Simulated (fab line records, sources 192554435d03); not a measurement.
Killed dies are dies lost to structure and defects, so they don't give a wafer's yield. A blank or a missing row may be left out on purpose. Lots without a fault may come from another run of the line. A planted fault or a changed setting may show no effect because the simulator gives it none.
Chamber matching | flow n5_finfet | N5_BEOL_M11_CMP_52 on cmp-01: 4 sister chambers
The step polishes, stops on SiCOH lowk, t overpolish 7 s, target thk 140 nm. 18 wafers are shown with their chamber, then 9 later ones without.

WAFERS WITH THEIR CHAMBER
wafer  | chamber | motor_current_A (A) | time_to_endpoint_s (s) | barrier_field_endpoint_s (s)
L076.2 | 1       | 5.2                 | 65.1                   | 28.4
L076.4 | 3       | 5.7                 | 68.1                   | 28.7
L076.6 | 1       | 5.1                 | 63.2                   | 28.5
L078.2 | 2       | 5.8                 | 65.9                   | 29.0
L078.4 | 1       | 5.4                 | 68.1                   | 29.9
L078.5 | 3       | 5.5                 | 68.2                   | 30.1
L080.2 | 2       | 6.1                 | 63.4                   | 28.6
L080.4 | 0       | 6.7                 | 70.8                   | 31.2
L080.5 | 2       | 6.2                 | 62.1                   | 27.9
L082.3 | 1       | 5.4                 | 70.8                   | 29.7
L082.4 | 0       | 6.7                 | 70.3                   | 30.3
L082.6 | 3       | 5.7                 | 69.5                   | 30.3
L086.2 | 2       | 5.9                 | 63.6                   | 28.7
L086.3 | 0       | 7.2                 | 73.1                   | 29.9
L086.4 | 1       | 5.2                 | 67.1                   | 29.2
L096.1 | 3       | 5.9                 | 64.6                   | 29.2
L096.2 | 1       | 5.3                 | 64.8                   | 28.2
L096.5 | 1       | 5.6                 | 63.7                   | 28.8

SIGNATURES (means of the wafers above)
reading                  | chamber 0 | chamber 1 | chamber 2 | chamber 3 | scatter within a chamber
motor_current_A          | 6.867     | 5.314     | 6.000     | 5.700     | 0.192
time_to_endpoint_s       | 71.400    | 66.114    | 63.750    | 67.600    | 2.22
barrier_field_endpoint_s | 30.467    | 28.957    | 28.550    | 29.575    | 0.647
Rule: a wafer's distance from a chamber is the root of the sum, over the readings, of the square of ((its reading less the chamber's mean) divided by the reading's scatter). The wafer belongs to the nearest chamber; if the next one is less than 2 further off, it can't be placed. The scatter: the root of (the sum of the squares of (reading less its chamber's mean) over the shown wafers, divided by (wafers less chambers)).

WAFERS WITHOUT THEIR CHAMBER
wafer  | motor_current_A (A) | time_to_endpoint_s (s) | barrier_field_endpoint_s (s)
L092.1 | 5.3                 | 61.6                   | 28.4
L092.2 | 6.8                 | 70.0                   | 30.3
L092.3 | 6.0                 | 62.2                   | 28.8
L092.4 | 5.6                 | 66.7                   | 29.6
L092.5 | 5.4                 | 62.1                   | 29.4
L092.6 | 6.7                 | 67.0                   | 30.1
L093.2 | 5.3                 | 64.1                   | 28.0
L093.3 | 5.8                 | 67.7                   | 28.7
L093.6 | 5.7                 | 67.3                   | 29.5

WHICH CHAMBER EACH WENT THROUGH
wafer  | from the rows above          | in truth
L092.1 | can't be placed: 1 or 2 or 3 | 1
L092.2 | 0                            | 0
L092.3 | 2                            | 2
L092.4 | can't be placed: 3 or 1      | 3
L092.5 | can't be placed: 1 or 3 or 2 | 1
L092.6 | 0                            | 0
L093.2 | can't be placed: 1 or 3      | 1
L093.3 | can't be placed: 3 or 2 or 1 | 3
L093.6 | 3                            | 3
Placed correctly: 4 of 9. Can't be placed from these rows: 5 (the true chamber is among the candidates in 5). Placed wrongly: 0.
